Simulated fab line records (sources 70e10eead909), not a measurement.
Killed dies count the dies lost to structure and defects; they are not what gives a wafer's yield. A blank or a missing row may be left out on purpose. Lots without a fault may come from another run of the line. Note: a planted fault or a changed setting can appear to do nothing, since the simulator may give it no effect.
Matching of chambers / flow nand-harc / rie-diel-05 running NHARC_P_M1_DESCUM_14: 4 sister chambers
The step chemistry O2, time 3 s. 8 wafers are shown with their chamber, then 8 later ones without.

== EACH WAFER AND ITS CHAMBER ==
wafer=L077.3; chamber=1; drypump-motor-current-A (A)=6.0; oes-product-au (a.u.)=0.991
wafer=L077.6; chamber=3; drypump-motor-current-A (A)=5.6; oes-product-au (a.u.)=0.983
wafer=L084.4; chamber=2; drypump-motor-current-A (A)=5.7; oes-product-au (a.u.)=1.001
wafer=L084.6; chamber=2; drypump-motor-current-A (A)=5.7; oes-product-au (a.u.)=0.998
wafer=L085.2; chamber=3; drypump-motor-current-A (A)=5.6; oes-product-au (a.u.)=1.006
wafer=L085.3; chamber=0; drypump-motor-current-A (A)=5.5; oes-product-au (a.u.)=0.992
wafer=L085.6; chamber=1; drypump-motor-current-A (A)=5.9; oes-product-au (a.u.)=1.002
wafer=L092.3; chamber=0; drypump-motor-current-A (A)=5.5; oes-product-au (a.u.)=0.986

== WAFERS WITH NO CHAMBER GIVEN ==
wafer=L092.4; drypump-motor-current-A (A)=5.6; oes-product-au (a.u.)=1.004
wafer=L092.6; drypump-motor-current-A (A)=5.7; oes-product-au (a.u.)=0.994
wafer=L094.4; drypump-motor-current-A (A)=5.5; oes-product-au (a.u.)=0.977
wafer=L094.5; drypump-motor-current-A (A)=5.6; oes-product-au (a.u.)=0.996
wafer=L094.6; drypump-motor-current-A (A)=5.7; oes-product-au (a.u.)=0.994
wafer=L093.1; drypump-motor-current-A (A)=5.5; oes-product-au (a.u.)=0.986
wafer=L093.3; drypump-motor-current-A (A)=5.7; oes-product-au (a.u.)=0.995
wafer=L093.4; drypump-motor-current-A (A)=6.0; oes-product-au (a.u.)=0.995

== WHICH CHAMBER EACH WENT THROUGH ==
wafer=L092.4; from the rows above=can't be placed: 3 or 2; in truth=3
wafer=L092.6; from the rows above=2; in truth=2
wafer=L094.4; from the rows above=0; in truth=0
wafer=L094.5; from the rows above=3; in truth=3
wafer=L094.6; from the rows above=2; in truth=2
wafer=L093.1; from the rows above=0; in truth=0
wafer=L093.3; from the rows above=2; in truth=2
wafer=L093.4; from the rows above=1; in truth=1
7 of 8 placed correctly. Can't be placed from these rows: 1 (the true chamber is among the candidates in 1). Number placed wrongly: 0.
How it was worked out, from the rows above alone: a wafer's distance from a chamber is the root of the sum, over the readings, of the square of ((its reading less the chamber's mean) divided by the reading's scatter). The wafer belongs to the nearest chamber; if the next one is less than 2 further off, it can't be placed. For every chamber, the mean is computed from those of its wafers that are shown. The scatter: the root of (the sum of the squares of (reading less its chamber's mean) over the shown wafers, divided by (wafers less chambers)).
